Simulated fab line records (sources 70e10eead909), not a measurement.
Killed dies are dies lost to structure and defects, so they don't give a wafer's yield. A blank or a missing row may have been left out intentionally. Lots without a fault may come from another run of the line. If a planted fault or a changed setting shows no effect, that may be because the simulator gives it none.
Which of the tools did it? :: flow nand harc :: 42 wafers from 14 lots sampled at 2 of the route's 1302 steps

WHAT THE GAUGES SHOWED, per wafer
NHARC_P_CONTACT_INSPECT_14. Usual: raw defect count reads 4.1 (standard deviation 2.1).
lot: L449
measured: day 5 22:46
on: defect inspect-01
raw defect count: 4 4 3
flag: 

lot: L451
measured: day 6 12:01
on: defect inspect-02
raw defect count: 3 3 2
flag: 

lot: L450
measured: day 6 12:20
on: defect inspect-01
raw defect count: 3 3 5
flag: 

lot: L454
measured: day 7 17:41
on: defect inspect-02
raw defect count: 3 12 9
flag: 

lot: L455
measured: day 8 08:12
on: defect inspect-02
raw defect count: 4 2 4
flag: 

lot: L456
measured: day 9 00:22
on: defect inspect-01
raw defect count: 3 3 3
flag: 

lot: L458
measured: day 9 15:59
on: defect inspect-02
raw defect count: 4 4 2
flag: 

lot: L460
measured: day 10 07:07
on: defect inspect-01
raw defect count: 6 5 7
flag: 

lot: L459
measured: day 10 09:05
on: defect inspect-01
raw defect count: 7 4 4
flag: 

lot: L468
measured: day 13 20:34
on: defect inspect-01
raw defect count: 6 5 2
flag: 

lot: L469
measured: day 14 08:41
on: defect inspect-01
raw defect count: 1 9 10
flag: 

lot: L470
measured: day 14 14:43
on: defect inspect-01
raw defect count: 5 2 5
flag: 

lot: L471
measured: day 15 01:56
on: defect inspect-01
raw defect count: 5 3 2
flag: 

lot: L472
measured: day 15 12:51
on: defect inspect-02
raw defect count: 5 8 1
flag: 

NHARC_P_CONTACT_CD_MEAS_19. Usual: cd nm reads 89.6 nm (standard deviation 1.8).
lot: L449
measured: day 6 00:56
on: cd sem-02
cd nm (nm): 89.7 89.7 88.1
flag: 

lot: L451
measured: day 6 13:05
on: cd sem-03
cd nm (nm): 89.8 91.6 88.3
flag: 

lot: L450
measured: day 6 13:16
on: cd sem-01
cd nm (nm): 86.8 87.9 88.2
flag: 

lot: L454
measured: day 7 18:38
on: cd sem-01
cd nm (nm): 87.6 89.8 86.1
flag: 

lot: L455
measured: day 8 09:08
on: cd sem-02
cd nm (nm): 89.5 86.8 89.1
flag: 

lot: L456
measured: day 9 01:18
on: cd sem-01
cd nm (nm): 87.9 89.7 88.6
flag: 

lot: L458
measured: day 9 16:56
on: cd sem-02
cd nm (nm): 90.2 87.7 89.9
flag: 

lot: L460
measured: day 10 08:04
on: cd sem-02
cd nm (nm): 87.3 88.3 89.7
flag: 

lot: L459
measured: day 10 10:10
on: cd sem-03
cd nm (nm): 90.9 92.3 88.5
flag: 

lot: L468
measured: day 13 21:30
on: cd sem-03
cd nm (nm): 90.5 90.3 91.2
flag: 

lot: L469
measured: day 14 09:37
on: cd sem-02
cd nm (nm): 89.9 89.1 88.7
flag: 

lot: L470
measured: day 14 15:40
on: cd sem-01
cd nm (nm): 86.6 93.2 92.4
flag: 

lot: L471
measured: day 15 02:53
on: cd sem-03
cd nm (nm): 91.6 90.3 89.3
flag: 

lot: L472
measured: day 15 14:13
on: cd sem-01
cd nm (nm): 91.6 90.8 90.7
flag: 

TOOL THAT RAN EACH LOT (tool first, then ch and the chambers of the sampled wafers, then the start)
The record holds no process step before these readings.

AS READ BY THE TOOLS THEMSELVES (means over the sampled wafers that have a number; for cases with no such wafer, the mark the record gives instead)
The record holds no such reading with a usual standard deviation.

THE ANSWER, worked out from the rows above alone
Rule: lot off if the mean of its wafers having a number is beyond 3 standard deviations from the usual mean. A lot without any number at a reading at which 4 lots or more have one is off too. Where the step has rows for the other lots, those lots are counted as sound. After the gauges, taken in route order, come the tools' own readings; for these a lot's mean is taken, as printed above. The first step at which some lot is off is used, and at that step the reading that is off furthest; a lot without a number counts as furthest.
None of the lots is off at any reading shown; this tells nothing.

WHAT THE SIMULATOR HAD PUT IN
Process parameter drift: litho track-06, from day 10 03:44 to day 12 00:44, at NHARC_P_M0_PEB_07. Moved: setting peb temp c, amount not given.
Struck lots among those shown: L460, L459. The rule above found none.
